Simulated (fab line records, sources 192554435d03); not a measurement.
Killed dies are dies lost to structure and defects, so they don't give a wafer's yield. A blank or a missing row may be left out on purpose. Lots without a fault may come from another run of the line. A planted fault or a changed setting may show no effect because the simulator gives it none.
fab line records | flow n5_finfet
record lots=12 wafers=34 last_day=18
route steps=1938 shown BEOL_M2@912 PASSIVATION@1908
lots that met no fault: from a run of the same line without faults
start_h: hours from the record's first day to the start of the lot's first wafer shown | wait_h: hours since the lot's step before | " the same as in the row above | L1.1+2: a row that stands for several wafers | - no value, or no start given | * or withheld: withheld | < > ~ a bound
route shown NAME@n: a module of which the file shows steps, and the number in the route of the first | usual: mean/standard deviation of fault-free wafers | same: alike in all rows | chamber/n: place in a boat | sites: the reading at each site | _std_site: their standard deviation | _edge_site: outer sites' mean less inner sites' | radius_mm: how far each site lies from the wafer's centre | mask NAME#n: copy n | behind: the tool/chamber that last shaped the wafer | hold: why the lot was held/for how many hours/how that ended | device: the transistor (n, p or np) that didn't switch | end of line: the same wafers' tests at the end of the route | a step without rows: its recipe alone | killed: dies lost to structure and defects at the first sort, not the wafer's yield | map: a wafer's dies, x killed, . not, _ none there
set.NAME: the setting as run; set.NAME@STEP: as run at that earlier step | model.NAME: the simulator's own value behind a step, which no gauge read
steps of the route over a sample of lots; a table a step, a row a wafer
services: from which hour (start_h, from the record's first day; less than 0 if before it) a tool's chamber was out of use, for how many hours, and why
## steps
# step N5_BEOL_M2_SPUTTER_88
# recipe material=Cu target_thk_a=45 temp_c=-20 chamber_pressure_pa=0.07 power_w=withheld time_s=8.29
# usual chuck_sensor_temp_C=-15.8/0.54 throttle_valve_pct=30.3/1.3
# same time_s=8.29
# columns lot.wafer tool chamber start_h wait_h chuck_sensor_temp_C throttle_valve_pct
L335.3 pvd_sputter-02 - 144.96 0.1 -15.8 30.7
L335.5 " - " " -16.2 30.2
L335.6 " - " " -15.7 28.6
L336.1 pvd_sputter-01 - 150.13 0.1 -15.5 29.3
L336.2 " - " " -14.9 30.9
L336.5 " - " " -14.7 31.0
L337.3 pvd_sputter-02 - 156.72 0.1 -16.0 30.5
L337.4 " - " " -15.4 31.5
L337.6 " - " " -16.1 30.6
L338.1 pvd_sputter-01 - 156.80 0.1 -15.6 29.1
L338.5 " - " " -15.3 29.3
L339.4 pvd_sputter-02 - 174.34 0.1 -16.1 30.3
L339.5 " - " " -15.7 28.5
L339.6 " - " " -16.1 30.4
L340.2 pvd_sputter-02 - 178.10 0.1 -15.3 31.6
L340.3 " - " " -15.6 28.6
L340.4 " - " " -16.0 30.6
L341.1 pvd_sputter-03 - 179.51 0.1 -15.5 31.7
L341.2 " - " " -15.4 29.9
L341.6 " - " " -15.4 31.7
L347.2 pvd_sputter-02 - 218.10 0.1 -16.1 30.6
L347.4 " - " " -15.8 30.6
L347.5 " - " " -15.7 30.3
L348.1 pvd_sputter-02 - 227.66 0.1 -16.0 30.8
L348.2 " - " " -16.1 30.5
L348.4 " - " " -15.4 31.3
L349.2 pvd_sputter-02 - 229.74 0.1 -15.7 30.1
L349.4 " - " " -15.3 31.5
L349.5 " - " " -15.3 31.4
L355.2 pvd_sputter-01 - 260.00 0.1 -14.8 31.1
L355.3 " - " " -15.2 29.4
L355.4 " - " " -15.6 29.0
L357.2 pvd_sputter-03 - 290.01 0.1 -15.6 29.7
L357.6 " - " " -16.3 29.3
# step N5_PASSIVATION_DESCUM_32
# recipe chemistry=O2 time_s=7.9 source_power_w=50 bias_power_w=20 pressure_mtorr=20 rf_frequency_hz=2.712e+07 temp_c=40 o2_flow_sccm=225
# usual drypump_motor_current_A=5.7/0.47 oes_product_au=0.81/0.084 rf_vpp_V=243.1/1.8 showerhead_plenum_p_Torr=2.11/0.11 throttle_valve_pct=20.44/0.2
# same time_s=7.9
# columns lot.wafer tool chamber start_h wait_h drypump_motor_current_A oes_product_au rf_hours_counter_h rf_vpp_V showerhead_plenum_p_Torr throttle_valve_pct
L336.1 rie_diel-04 1 270.83 0.0 4.9 0.68 221 240.3 1.98 20.62
L336.2 " 0 " " 5.5 0.89 47 242.9 2.15 20.23
L336.5 " 1 " " 4.9 0.68 - 241.2 1.99 20.62
L335.3 rie_diel-05 1 273.87 0.4 6.5 0.91 27 243.7 2.24 20.56
L335.5 " 0 " " 5.8 0.89 - 242.8 2.06 20.44
L335.6 " 1 " " 6.5 0.90 - 246.8 2.24 20.59
L337.3 rie_diel-03 1 282.83 0.0 6.0 0.73 168 241.1 2.00 20.79
L337.4 " 0 " " 5.5 0.84 77 245.7 2.25 20.44
L337.6 " 2 " " 5.2 0.76 - 243.2 1.97 20.24
L338.1 rie_diel-05 0 286.47 0.1 5.8 0.87 51 242.6 2.06 20.42
L338.5 " 1 " " 6.5 0.90 - 246.5 2.24 20.57
L339.4 rie_diel-03 3 287.49 0.0 5.3 0.67 247 241.9 2.05 20.50
L339.5 " 3 " " 5.3 0.67 - 242.7 2.05 20.48
L339.6 " 2 " " 5.2 0.75 - 242.4 1.97 20.23
L340.2 rie_diel-05 2 299.74 0.1 6.3 0.71 224 241.5 1.98 20.28
L340.3 " 3 " " 6.0 0.78 144 244.9 2.19 20.36
L340.4 " 1 " " 6.5 0.88 35 244.5 2.24 20.57
L341.1 rie_diel-05 2 299.89 0.0 6.3 0.71 224 241.4 1.98 20.28
L341.2 " 3 " " 6.0 0.77 144 244.8 2.19 20.40
L341.6 " 3 " " 5.9 0.78 - 244.6 2.19 20.37
L347.2 rie_diel-03 1 336.50 0.0 6.0 0.72 190 241.2 2.00 20.83
L347.4 " 0 " " 5.5 0.80 99 243.5 2.24 20.49
L347.5 " 2 " " 5.2 0.75 - 241.5 1.96 20.26
L349.2 rie_diel-03 2 366.11 0.0 5.2 0.74 196 240.0 1.96 20.28
L349.4 " 3 " " 5.3 0.92 13 242.0 2.05 20.19
L349.5 " 1 " " 6.1 0.71 - 241.4 1.99 20.86
L348.1 rie_diel-05 0 367.63 0.0 5.8 0.83 77 242.6 2.05 20.48
L348.2 " 2 " " 6.2 0.70 245 242.7 1.97 20.30
L348.4 " 1 " " 6.5 0.85 55 245.3 2.23 20.61
L355.2 rie_diel-05 1 398.66 0.0 6.5 0.85 61 245.2 2.23 20.62
L355.3 " 3 " " 6.0 0.75 171 244.6 2.18 20.42
L355.4 " 1 " " 6.5 0.85 - 244.2 2.23 20.64
L357.2 rie_diel-05 1 422.34 0.1 6.5 0.83 71 244.9 2.22 20.64
L357.6 " 1 " " 6.5 0.84 - 244.3 2.22 20.64
# step N5_PASSIVATION_ETCH_59
# recipe chemistry=Cl2/BCl3 target=TaN target_depth_a=650 time_s=34.9 ion_energy_ev=100 pressure_mtorr=10 icp_w=900 bias_w=100 Cl2_flow_sccm=60 bcl3_flow_sccm=30
# usual bcl3_flow_sccm=29.99/0.091 bias_w=100.03/0.3 drypump_motor_current_A=6.0/0.35 oes_product_au=0.79/0.1 throttle_valve_pct=21.06/0.22
# same time_s=34.9
# columns lot.wafer tool chamber start_h wait_h bcl3_flow_sccm bias_w drypump_motor_current_A oes_product_au rf_hours_counter_h throttle_valve_pct
L336.1 rie_metal-01 0 271.32 0.3 29.93 99.81 5.9 0.91 5 20.98
L336.2 " 1 " " 29.90 100.47 5.4 0.72 73 21.08
L336.5 " 0 " " 30.11 100.24 5.9 0.89 - 21.00
L335.3 rie_metal-02 0 274.54 0.2 29.92 100.09 5.9 0.68 - 20.84
L335.5 " 0 " " 29.93 100.19 6.0 0.68 - 20.86
L335.6 " 1 " " 29.94 99.83 6.2 0.64 - 21.19
L337.3 rie_metal-03 0 283.35 0.2 30.10 99.88 6.5 0.88 - 21.43
L337.4 " 1 " " 29.95 100.37 6.0 0.76 - 20.91
L337.6 " 0 " " 29.93 99.88 6.6 0.86 - 21.44
L338.1 rie_metal-03 0 286.95 0.3 29.96 99.59 6.5 0.87 6 21.39
L338.5 " 0 " " 30.05 100.35 6.5 0.88 - 21.41
L339.4 rie_metal-01 0 288.01 0.2 29.97 99.71 5.9 0.90 - 20.98
L339.5 " 1 " " 29.86 100.28 5.4 0.72 - 21.08
L339.6 " 0 " " 29.82 99.87 5.9 0.90 - 21.00
L340.2 rie_metal-03 0 300.23 0.3 30.05 99.93 6.5 0.86 8 21.42
L340.3 " 0 " " 30.08 99.85 6.5 0.86 - 21.41
L340.4 " 1 " " 29.90 99.91 6.0 0.77 - 20.87
L341.1 rie_metal-02 1 300.78 0.7 29.96 100.43 6.2 0.64 109 21.21
L341.2 " 1 " " 29.97 100.35 6.3 0.63 - 21.23
L341.6 " 1 " " 29.99 100.15 6.3 0.63 - 21.22
L347.2 rie_metal-01 0 337.42 0.6 30.06 99.86 5.9 0.86 - 21.00
L347.4 " 0 " " 30.22 99.95 5.9 0.86 - 21.01
L347.5 " 0 " " 29.98 99.92 5.9 0.86 - 21.02
L349.2 rie_metal-02 0 366.60 0.3 29.98 100.17 6.0 0.98 5 20.74
L349.4 " 1 " " 30.03 100.69 6.2 0.95 - 20.59
L349.5 " 0 " " 30.19 100.07 6.0 0.98 - 20.76
L348.1 rie_metal-03 1 368.12 0.3 30.17 100.29 6.0 0.75 60 20.90
L348.2 " 0 " " 30.06 100.42 6.6 0.83 13 21.44
L348.4 " 1 " " 30.02 100.55 6.0 0.75 - 20.91
L355.2 rie_metal-03 1 399.15 0.3 29.86 100.20 5.9 0.74 63 20.92
L355.3 " 1 " " 30.07 100.03 5.9 0.74 - 20.89
L355.4 " 0 " " 29.82 100.69 6.6 0.82 - 21.43
L357.2 rie_metal-03 0 422.83 0.3 30.12 100.57 6.5 0.81 18 21.44
L357.6 " 1 " " 29.95 99.93 6.0 0.74 - 20.90
# step N5_PASSIVATION_PROBE_49
# usual defect_limited_yield=91.7/1.4 killed_at_M0_to_M3=32/9.7 killed_at_M4_up=14/5.5 killed_at_contacts=13/6.1 killed_at_front_end=35/10 killed_at_other=4.2/2.9 killed_dies=98/17 killed_open=63/12 killed_short=32/7.7 sort_bin_4_leakage=0.0/0.33 sort_bin_5_function=4.8/0.9 sort_bin_6_memory=3.1/0.63 sort_bin_8_speed=1/3.3 sort_n_pass=1073/41 sort_yield_pct=91/3.5
# same gross_dies=1180 killed_at_back_side=0
# columns lot.wafer tool chamber start_h wait_h defect_limited_yield[%] killed_at_M0_to_M3 killed_at_M4_up killed_at_contacts killed_at_front_end killed_at_other killed_dies killed_open killed_short sort_bin_4_leakage[%] sort_bin_5_function[%] sort_bin_6_memory[%] sort_bin_8_speed[%] sort_n_pass sort_yield_pct[%]
L336.1 prober-02 - 276.29 0.0 89.7 28 28 11 48 7 122 74 42 0 6.0 3.7 0 1058 90
L336.2 prober-02 - 276.34 0.1 93.0 13 23 8 34 5 83 53 28 0 4.3 2.5 0 1097 93
L336.5 prober-02 - 276.49 0.2 91.3 34 23 13 29 4 103 62 39 0 5.0 3.5 0 1076 91
L335.3 prober-02 - 279.18 0.1 92.9 25 9 12 38 0 84 56 26 0 4.6 2.4 0 1096 93
L335.5 prober-02 - 279.28 0.2 91.4 26 9 20 42 4 101 71 27 0 5.3 3.0 0 1079 91
L335.6 prober-02 - 279.33 0.3 90.3 37 18 15 40 4 114 69 34 0 5.9 2.5 0 1066 90
L337.3 prober-01 - 287.71 0.1 92.5 39 11 11 25 3 89 56 29 0 3.9 3.2 0 1091 92
L337.4 prober-01 - 287.76 0.2 90.5 45 15 16 25 11 112 80 27 0 5.4 3.9 0 1068 91
L337.6 prober-01 - 287.86 0.3 91.2 41 9 10 39 5 104 68 35 0 5.3 3.2 0 1076 91
L338.1 prober-02 - 291.48 0.0 89.3 53 17 15 37 4 126 82 44 0 6.5 4.0 0 1054 89
L338.5 prober-02 - 291.68 0.2 90.4 47 6 18 40 2 113 76 36 1.7 5.8 3.4 0 1047 89
L339.4 prober-01 - 292.42 0.2 93.6 22 12 8 34 0 76 43 32 0 3.8 2.5 0 1104 94
L339.5 prober-01 - 292.47 0.2 92.5 23 17 19 28 2 89 66 23 0 4.0 3.2 0 1091 92
L340.2 prober-02 - 304.71 0.1 89.8 35 26 10 41 8 120 72 47 3.5 5.3 4.4 0 1019 86
L340.3 prober-02 - 304.76 0.1 89.8 38 22 4 53 3 120 78 42 0 5.9 3.9 0 1060 90
L340.4 prober-02 - 304.81 0.2 91.6 25 22 12 38 2 99 56 41 0 5.3 2.6 9 970 82
L341.1 prober-01 - 305.58 0.0 93.6 28 10 5 30 3 76 51 23 0 4.1 2.0 0 1104 94
L341.2 prober-01 - 305.63 0.1 91.5 58 14 1 27 0 100 47 47 0 5.3 2.7 0 1080 92
L341.6 prober-01 - 305.83 0.3 93.0 25 7 5 40 6 83 45 36 0 3.6 3.1 0 1097 93
L347.2 prober-02 - 342.10 0.1 91.1 38 17 5 36 9 105 68 37 0 4.6 4.2 0 1075 91
L347.4 prober-02 - 342.20 0.2 91.9 44 21 4 21 6 96 67 29 0 4.8 3.3 0 1084 92
L347.5 prober-02 - 342.25 0.2 93.6 27 6 8 29 6 76 50 25 0 3.1 3.2 0 1104 94
L349.2 prober-01 - 371.19 0.1 86.6 82 14 30 24 8 158 60 34 0 8.9 2.9 3 990 84
L349.4 prober-01 - 371.29 0.2 82.5 132 12 21 33 9 207 66 32 0 11.8 3.4 0 973 82
L349.5 prober-01 - 371.34 0.2 84.4 117 12 20 33 2 184 51 25 0 9.9 3.8 0 996 84
L348.1 prober-02 - 373.62 0.0 86.5 94 21 10 28 6 159 64 24 0 7.1 3.8 0 1021 87
L348.2 prober-02 - 373.67 0.1 82.9 136 19 13 30 4 202 55 30 0 10.0 4.2 0 978 83
L348.4 prober-02 - 373.77 0.2 83.0 139 10 15 35 2 201 54 32 0 10.3 4.7 0 979 83
L355.2 prober-02 - 403.49 0.1 93.6 34 4 11 19 8 76 55 20 0 3.9 2.3 0 1104 94
L355.3 prober-02 - 403.54 0.1 94.0 8 11 5 31 16 71 42 25 0 3.6 1.9 0 1109 94
L355.4 prober-02 - 403.59 0.2 92.3 20 14 21 30 6 91 66 24 0 4.5 3.0 0 1089 92
L357.2 prober-02 - 427.49 0.1 92.7 23 9 9 41 4 86 56 28 0 4.5 2.8 0 1094 93
L357.6 prober-02 - 427.69 0.3 92.1 28 5 10 49 1 93 49 37 0 4.7 2.5 0 1087 92
# killed by level:class
L336.1 BEOL_M4:geometric_particle:open=11 MOL_CONTACT_COAG:geometric_particle:open=10 STI_FIN_REVEAL:geometric_particle:open=8 BEOL_M0_SAQP:geometric_particle:short=8 DUMMY_GATE:geometric_particle:open=7 BEOL_M5:geometric_particle:open=6 MIM_TOP_ETCH:geometric_particle:short=6 FIN_SAQP:geometric_particle:short=5
L336.2 BEOL_M4:geometric_particle:open=14 STI_FIN_REVEAL:geometric_particle:open=8 FIN_SAQP:geometric_particle:short=6 MOL_CONTACT_COAG:geometric_particle:open=5 FIN_SAQP:geometric_particle:open=4 DUMMY_GATE:geometric_particle:open=4 BEOL_M0_SAQP:geometric_particle:short=4 BEOL_M0_SAQP:geometric_particle:open=4
L336.5 BEOL_M4:geometric_particle:open=15 MOL_CONTACT_COAG:geometric_particle:open=13 FIN_SAQP:geometric_particle:short=9 BEOL_M2:geometric_particle:open=9 BEOL_M1:geometric_particle:short=7 BEOL_M1:geometric_particle:open=5 BEOL_M0_SAQP:geometric_particle:short=4 DUMMY_GATE:geometric_particle:open=3
L335.3 MOL_CONTACT_COAG:geometric_particle:open=11 BEOL_M0_SAQP:geometric_particle:short=8 STI_FIN_REVEAL:geometric_particle:open=6 GATE_CUT:geometric_particle:short=5 GATE_CUT:geometric_particle:open=5 BEOL_M0_SAQP:geometric_particle:open=5 BEOL_M3:geometric_particle:open=5 STARTING-WAFER:geometric_particle:open=5
L335.5 MOL_CONTACT_COAG:geometric_particle:open=16 STI_FIN_REVEAL:geometric_particle:open=14 BEOL_M0_SAQP:geometric_particle:open=8 BEOL_M3:geometric_particle:open=5 STI_FIN_REVEAL:geometric_particle:short=4 DUMMY_GATE:geometric_particle:open=4 BEOL_M2:geometric_particle:open=4 MIM_TOP:geometric_particle:open=4
L335.6 MOL_CONTACT_COAG:geometric_particle:open=14 STI_FIN_REVEAL:geometric_particle:open=11 BEOL_M4:geometric_particle:open=11 BEOL_M3:geometric_particle:open=9 HKMG_FIN:area_etch=9 BEOL_M0_SAQP:geometric_particle:open=8 BEOL_M0_SAQP:geometric_particle:short=7 FIN_SAQP:geometric_particle:short=5
L337.3 BEOL_M0_SAQP:geometric_particle:short=10 BEOL_M0_SAQP:geometric_particle:open=9 MOL_CONTACT_COAG:geometric_particle:open=8 FIN_SAQP:geometric_particle:open=6 BEOL_M3:geometric_particle:open=6 STI_FIN_REVEAL:geometric_particle:open=5 BEOL_M2:geometric_particle:open=4 BEOL_M0:geometric_particle:open=4
L337.4 MOL_CONTACT_COAG:geometric_particle:open=15 BEOL_M0_SAQP:geometric_particle:open=13 BEOL_M2:geometric_particle:open=9 STI_FIN_REVEAL:geometric_particle:open=6 BEOL_M0_SAQP:geometric_particle:short=6 BEOL_M1:geometric_particle:open=6 BEOL_M4:geometric_particle:open=4 STARTING-WAFER:geometric_particle:short=4
L337.6 FIN_SAQP:geometric_particle:open=10 STI_FIN_REVEAL:geometric_particle:open=9 MOL_CONTACT_COAG:geometric_particle:open=8 BEOL_M0_SAQP:geometric_particle:open=8 BEOL_M2:geometric_particle:open=8 BEOL_M0_SAQP:geometric_particle:short=7 BEOL_M1:geometric_particle:open=6 FIN_SAQP:geometric_particle:short=4
L338.1 BEOL_M0_SAQP:geometric_particle:short=12 BEOL_M3:geometric_particle:open=11 MOL_CONTACT_COAG:geometric_particle:open=10 BEOL_M2:geometric_particle:open=10 FIN_SAQP:geometric_particle:short=8 BEOL_M4:geometric_particle:open=8 BEOL_M1:geometric_particle:open=8 FIN_SAQP:geometric_particle:open=7
L338.5 MOL_CONTACT_COAG:geometric_particle:open=17 FIN_SAQP:geometric_particle:short=10 BEOL_M2:geometric_particle:open=10 BEOL_M0_SAQP:geometric_particle:short=9 BEOL_M1:geometric_particle:open=9 FIN_SAQP:geometric_particle:open=8 STI_FIN_REVEAL:geometric_particle:open=8 BEOL_M0_SAQP:geometric_particle:open=6
L339.4 BEOL_M1:geometric_particle:open=9 FIN_SAQP:geometric_particle:short=8 STI_FIN_REVEAL:geometric_particle:open=8 MOL_CONTACT_COAG:geometric_particle:open=6 BEOL_M0_SAQP:geometric_particle:short=5 ILD0:geometric_particle:short=4 BEOL_M3:geometric_particle:open=4 BEOL_M5:geometric_particle:open=4
L339.5 MOL_CONTACT_COAG:geometric_particle:open=18 BEOL_M1:geometric_particle:open=7 BEOL_M4:geometric_particle:open=6 BEOL_M5:geometric_particle:open=6 BEOL_M0_SAQP:geometric_particle:short=5 BEOL_M3:geometric_particle:open=5 STI_FIN_REVEAL:geometric_particle:short=4 STI_FIN_REVEAL:geometric_particle:open=4
L340.2 FIN_SAQP:geometric_particle:short=13 BEOL_M1:geometric_particle:open=8 BEOL_M2:geometric_particle:open=8 BEOL_M4:geometric_particle:open=8 DUMMY_GATE:geometric_particle:open=7 MOL_CONTACT_COAG:geometric_particle:open=7 BEOL_M4:geometric_particle:short=7 FIN_SAQP:geometric_particle:open=6
L340.3 FIN_SAQP:geometric_particle:open=20 FIN_SAQP:geometric_particle:short=19 BEOL_M3:geometric_particle:open=10 BEOL_M4:geometric_particle:open=8 BEOL_M1:geometric_particle:open=6 BEOL_M4:geometric_particle:short=6 BEOL_M0_SAQP:geometric_particle:short=5 BEOL_M0_SAQP:geometric_particle:open=5
L340.4 FIN_SAQP:geometric_particle:open=12 FIN_SAQP:geometric_particle:short=10 MOL_CONTACT_COAG:geometric_particle:open=10 BEOL_M4:geometric_particle:open=8 BEOL_M0_SAQP:geometric_particle:short=7 BEOL_M4:geometric_particle:short=7 BEOL_M1:geometric_particle:open=6 BEOL_M2:geometric_particle:open=5
L341.1 STI_FIN_REVEAL:geometric_particle:open=12 BEOL_M1:geometric_particle:open=8 BEOL_M0_SAQP:geometric_particle:open=5 FIN_SAQP:geometric_particle:short=4 BEOL_M2:geometric_particle:open=4 BEOL_M3:geometric_particle:open=4 FIN_SAQP:geometric_particle:open=3 MOL_CONTACT_COAG:geometric_particle:open=3
L341.2 BEOL_M0_SAQP:geometric_particle:short=24 BEOL_M0_SAQP:geometric_particle:open=9 BEOL_M3:geometric_particle:open=9 STI_FIN_REVEAL:geometric_particle:open=6 BEOL_M1:geometric_particle:open=5 FIN_SAQP:geometric_particle:short=4 BEOL_M1:geometric_particle:short=4 FIN_CUT:area_etch=4
L341.6 FIN_SAQP:geometric_particle:open=10 BEOL_M0_SAQP:geometric_particle:short=9 FIN_SAQP:geometric_particle:short=8 BEOL_M0_SAQP:geometric_particle:open=6 DUMMY_GATE:geometric_particle:open=5 MOL_CONTACT_COAG:geometric_particle:open=5 STI_FIN_REVEAL:geometric_particle:open=4 GATE_CUT:geometric_particle:open=3
L347.2 BEOL_M0_SAQP:geometric_particle:short=11 BEOL_M1:geometric_particle:open=11 BEOL_M4:geometric_particle:open=10 BEOL_M2:geometric_particle:open=7 FIN_SAQP:geometric_particle:short=5 GATE_CUT:geometric_particle:open=5 BEOL_M0_SAQP:geometric_particle:open=5 STI_FIN_REVEAL:geometric_particle:open=4
L347.4 BEOL_M2:geometric_particle:open=9 BEOL_M4:geometric_particle:open=9 BEOL_M0_SAQP:geometric_particle:short=8 BEOL_M0_SAQP:geometric_particle:open=7 BEOL_M1:geometric_particle:open=6 FIN_SAQP:geometric_particle:open=5 MOL_CONTACT_COAG:geometric_particle:open=4 BEOL_M0:geometric_particle:short=4
L347.5 BEOL_M2:geometric_particle:open=11 FIN_SAQP:geometric_particle:short=7 DUMMY_GATE:geometric_particle:open=6 MOL_CONTACT_COAG:geometric_particle:open=5 BEOL_M0_SAQP:geometric_particle:open=5 BEOL_M2:geometric_particle:short=4 SPACER0:geometric_particle:open=3 ILD0:geometric_particle:open=3
L349.2 BEOL_M2:unspecified=62 MOL_CONTACT_COAG:geometric_particle:open=23 BEOL_M4:geometric_particle:open=9 BEOL_M0_SAQP:geometric_particle:short=9 MOL_CONTACT_COAG:geometric_particle:short=7 BEOL_M0_SAQP:geometric_particle:open=6 FIN_SAQP:geometric_particle:open=5 FIN_SAQP:geometric_particle:short=5
L349.4 BEOL_M2:unspecified=108 MOL_CONTACT_COAG:geometric_particle:open=16 BEOL_M0_SAQP:geometric_particle:short=10 BEOL_M0_SAQP:geometric_particle:open=10 FIN_SAQP:geometric_particle:open=7 STI_FIN_REVEAL:geometric_particle:open=6 BEOL_M4:geometric_particle:open=6 FIN_SAQP:geometric_particle:short=5
L349.5 BEOL_M2:unspecified=108 MOL_CONTACT_COAG:geometric_particle:open=17 FIN_SAQP:geometric_particle:short=8 FIN_SAQP:geometric_particle:open=5 DUMMY_GATE:geometric_particle:open=5 BEOL_M5:geometric_particle:open=5 BEOL_M0_SAQP:geometric_particle:open=4 DUMMY_GATE:geometric_particle:short=3
L348.1 BEOL_M2:unspecified=63 MOL_CONTACT_COAG:geometric_particle:open=10 BEOL_M2:geometric_particle:open=8 HKMG_FIN:area_etch=8 BEOL_M4:geometric_particle:open=7 BEOL_M1:geometric_particle:open=6 BEOL_M3:geometric_particle:short=6 FIN_SAQP:geometric_particle:short=4
L348.2 BEOL_M2:unspecified=108 MOL_CONTACT_COAG:geometric_particle:open=10 BEOL_M4:geometric_particle:open=10 BEOL_M3:geometric_particle:open=10 BEOL_M3:geometric_particle:short=10 HKMG_FIN:area_etch=9 FIN_SAQP:geometric_particle:open=5 FIN_SAQP:geometric_particle:short=4
L348.4 BEOL_M2:unspecified=114 BEOL_M3:geometric_particle:open=13 MOL_CONTACT_COAG:geometric_particle:open=9 STI_FIN_REVEAL:geometric_particle:open=8 MOL_CONTACT_COAG:geometric_particle:short=6 FIN_SAQP:geometric_particle:open=5 STI_FIN_REVEAL:geometric_particle:short=5 FIN_SAQP:geometric_particle:short=4
L355.2 BEOL_M2:geometric_particle:open=12 MOL_CONTACT_COAG:geometric_particle:open=10 BEOL_M0_SAQP:geometric_particle:open=6 PASS1_CAP:geometric_particle:open=6 BEOL_M1:geometric_particle:open=6 FIN_SAQP:geometric_particle:open=5 FIN_SAQP:geometric_particle:short=5 BEOL_M1:geometric_particle:short=3
L355.3 STARTING-WAFER:geometric_particle:short=7 FIN_SAQP:geometric_particle:open=5 BEOL_M4:geometric_particle:open=5 MOL_CONTACT_COAG:geometric_particle:open=4 PASS1_CAP:geometric_particle:short=4 FIN_SAQP:geometric_particle:short=3 STI_FIN_REVEAL:geometric_particle:open=3 MIM_TOP_ETCH:geometric_particle:open=3
L355.4 MOL_CONTACT_COAG:geometric_particle:open=21 BEOL_M1:geometric_particle:open=7 FIN_SAQP:geometric_particle:open=5 BEOL_M4:geometric_particle:open=5 STARTING-WAFER:geometric_particle:short=5 FIN_SAQP:geometric_particle:short=4 STI_FIN_REVEAL:geometric_particle:open=4 GATE_CUT:geometric_particle:short=3
L357.2 STI_FIN_REVEAL:geometric_particle:open=10 FIN_SAQP:geometric_particle:short=9 BEOL_M0_SAQP:geometric_particle:short=9 MOL_CONTACT_COAG:geometric_particle:open=7 BEOL_M0_SAQP:geometric_particle:open=7 FIN_SAQP:geometric_particle:open=6 DUMMY_GATE:geometric_particle:open=5 BEOL_M2:geometric_particle:open=4
L357.6 FIN_SAQP:geometric_particle:open=13 FIN_SAQP:geometric_particle:short=12 MOL_CONTACT_COAG:geometric_particle:open=7 BEOL_M0_SAQP:geometric_particle:short=7 BEOL_M0_SAQP:geometric_particle:open=6 BEOL_M2:geometric_particle:open=6 BEOL_M1:geometric_particle:open=4 STARTING-WAFER:geometric_particle:short=4
## services
# columns tool chamber start_h hours kind
rie_diel-04 1 122.19 9.0 repair
rie_diel-05 0 125.61 4.7 repair
rie_diel-05 0 130.41 - clean
rie_diel-05 0 130.41 - consumable_replace:focus_ring
pvd_sputter-01 - 131.81 1.2 repair
rie_metal-03 - 155.29 0.5 repair
rie_diel-04 2 201.91 1.7 repair
rie_metal-02 - 228.82 4.3 pm
rie_diel-05 3 236.18 4.1 repair
rie_diel-03 1 247.14 7.8 repair
rie_metal-01 - 265.34 0.9 repair
rie_diel-05 2 293.13 6.3 repair
rie_diel-04 0 302.16 21.8 repair
rie_metal-03 - 304.13 0.5 repair
rie_diel-04 - 322.52 0.7 repair
rie_metal-01 1 335.49 6.8 repair
rie_diel-03 1 367.32 6.9 repair
rie_diel-03 3 370.16 1.6 repair
pvd_sputter-01 - 371.96 1.0 repair
rie_diel-03 - 374.74 2.8 pm
rie_diel-05 - 375.48 14.6 pm
rie_diel-05 3 395.01 2.4 repair
rie_metal-02 - 404.45 2.8 pm
rie_diel-03 2 416.95 3.7 repair
## key
first_sign step=N5_PASSIVATION_PROBE_49 reading=killed_at_M0_to_M3 direction=up sigmas=8.7 usual=32 struck=117
effect step=N5_PASSIVATION_PROBE_49 reading=defect_limited_yield direction=down sigmas=5.3 usual=91.7 struck=84.3
more_kills_born_at N5_BEOL_M2_SPUTTER_88@pvd_sputter-02=563
met_at N5_BEOL_M2_SPUTTER_88
struck_lots L348,L349
not_acting_at N5_PASSIVATION_DESCUM_32,N5_PASSIVATION_ETCH_59
onset_between 218.10 227.66
fault kind=chamber_particle_source tool=pvd_sputter-02 chamber=- onset_h=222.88 steps=N5_BEOL_M2_SPUTTER_88 rate_per_visit_cm2=0.75023 end_h=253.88
